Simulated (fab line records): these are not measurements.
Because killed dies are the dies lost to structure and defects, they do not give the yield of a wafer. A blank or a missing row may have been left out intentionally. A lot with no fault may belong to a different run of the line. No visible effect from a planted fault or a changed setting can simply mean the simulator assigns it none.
Chamber matching / flow n5 finfet / 3 sister chambers for N5_BEOL_M12_DEP_53 on pecvd-02
The step deposits SiCN from 3MS/NH3, target thk 30 nm, time 10.5 s. 3 wafers are shown with their chamber, then 7 later ones without.

== WAFERS WITH THEIR CHAMBER ==
wafer=L081.5; chamber=2; showerhead vpp V (V)=1645
wafer=L089.2; chamber=0; showerhead vpp V (V)=1624
wafer=L089.5; chamber=1; showerhead vpp V (V)=1466

== WAFERS WHOSE CHAMBER IS MISSING ==
wafer=L089.6; showerhead vpp V (V)=1615
wafer=L094.1; showerhead vpp V (V)=1477
wafer=L094.5; showerhead vpp V (V)=1638
wafer=L094.6; showerhead vpp V (V)=1629
wafer=L096.1; showerhead vpp V (V)=1444
wafer=L096.2; showerhead vpp V (V)=1633
wafer=L096.4; showerhead vpp V (V)=1687

== EACH ONE'S CHAMBER ==
wafer=L089.6; from the rows above=can't be placed: 0 or 2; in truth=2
wafer=L094.1; from the rows above=1; in truth=1
wafer=L094.5; from the rows above=can't be placed: 2 or 0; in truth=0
wafer=L094.6; from the rows above=can't be placed: 0 or 2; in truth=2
wafer=L096.1; from the rows above=1; in truth=1
wafer=L096.2; from the rows above=can't be placed: 0 or 2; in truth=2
wafer=L096.4; from the rows above=can't be placed: 2 or 0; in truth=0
Placed correctly: 2 of 7. These rows do not allow placing 5 (true chamber among the candidates in 5). Placed wrongly: 0.
How it was worked out, from the rows above alone: a wafer's distance from a chamber is the root of the sum, over the readings, of the square of ((its reading less the chamber's mean) divided by the reading's scatter). The wafer belongs to the nearest chamber; if the next one is less than 2 further off, it can't be placed. A chamber's mean is the mean of its shown wafers. The scatter (one wafer shown for each chamber): square how far every hidden wafer sits from the nearest shown wafer, average those squares and take the square root.
